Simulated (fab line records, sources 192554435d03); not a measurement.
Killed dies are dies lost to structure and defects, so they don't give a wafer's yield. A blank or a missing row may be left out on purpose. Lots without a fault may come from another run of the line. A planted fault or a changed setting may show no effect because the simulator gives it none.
Chamber matching | flow n5_finfet | N5_GATE_CUT_ETCH_28 on rie_diel-04: 3 sister chambers
The step etches underlayer in N2/H2, target depth 13 nm, time 10.4 s. 20 wafers are shown with their chamber, then 10 later ones without.

WAFERS WITH THEIR CHAMBER
wafer  | chamber | drypump_motor_current_A (A) | showerhead_plenum_p_Torr (Torr) | throttle_valve_pct (%)
L075.2 | 3       | 5.4                         | 2.61                            | 17.63
L075.4 | 0       | 6.4                         | 2.41                            | 18.20
L075.6 | 3       | 5.4                         | 2.61                            | 17.63
L079.3 | 0       | 6.3                         | 2.41                            | 18.20
L079.4 | 3       | 5.4                         | 2.60                            | 17.64
L079.6 | 1       | 5.8                         | 2.52                            | 18.15
L080.1 | 0       | 6.3                         | 2.41                            | 18.21
L080.3 | 3       | 5.4                         | 2.60                            | 17.65
L080.6 | 3       | 5.4                         | 2.60                            | 17.67
L084.1 | 3       | 5.4                         | 2.60                            | 17.65
L084.2 | 0       | 6.4                         | 2.41                            | 18.24
L084.3 | 1       | 5.8                         | 2.52                            | 18.14
L084.4 | 0       | 6.3                         | 2.41                            | 18.21
L084.5 | 3       | 5.4                         | 2.60                            | 17.67
L084.6 | 1       | 5.8                         | 2.52                            | 18.14
L087.1 | 3       | 5.4                         | 2.59                            | 17.67
L087.3 | 1       | 5.8                         | 2.52                            | 18.16
L087.6 | 3       | 5.4                         | 2.59                            | 17.67
L090.1 | 1       | 5.8                         | 2.52                            | 18.17
L090.2 | 0       | 6.3                         | 2.40                            | 18.24

SIGNATURES (means of the wafers above)
reading                  | chamber 0 | chamber 1 | chamber 3 | scatter within a chamber
drypump_motor_current_A  | 6.333     | 5.800     | 5.400     | 0.028
showerhead_plenum_p_Torr | 2.4083    | 2.5200    | 2.6000    | 0.00533
throttle_valve_pct       | 18.2167   | 18.1520   | 17.6533   | 0.0168
Rule: a wafer's distance from a chamber is the root of the sum, over the readings, of the square of ((its reading less the chamber's mean) divided by the reading's scatter). The wafer belongs to the nearest chamber; if the next one is less than 2 further off, it can't be placed. The scatter: the root of (the sum of the squares of (reading less its chamber's mean) over the shown wafers, divided by (wafers less chambers)).

WAFERS WITHOUT THEIR CHAMBER
wafer  | drypump_motor_current_A (A) | showerhead_plenum_p_Torr (Torr) | throttle_valve_pct (%)
L090.3 | 5.4                         | 2.59                            | 17.69
L090.4 | 5.8                         | 2.52                            | 18.17
L090.5 | 6.4                         | 2.40                            | 18.27
L090.6 | 5.4                         | 2.59                            | 17.68
L092.3 | 5.4                         | 2.59                            | 17.69
L092.4 | 5.4                         | 2.59                            | 17.68
L092.6 | 6.4                         | 2.40                            | 18.25
L096.2 | 5.8                         | 2.51                            | 18.21
L096.3 | 5.4                         | 2.59                            | 17.71
L096.4 | 6.3                         | 2.40                            | 18.27

WHICH CHAMBER EACH WENT THROUGH
wafer  | from the rows above | in truth
L090.3 | 3                   | 3
L090.4 | 1                   | 1
L090.5 | 0                   | 0
L090.6 | 3                   | 3
L092.3 | 3                   | 3
L092.4 | 3                   | 3
L092.6 | 0                   | 0
L096.2 | 1                   | 1
L096.3 | 3                   | 3
L096.4 | 0                   | 0
Placed correctly: 10 of 10. Can't be placed from these rows: 0. Placed wrongly: 0.
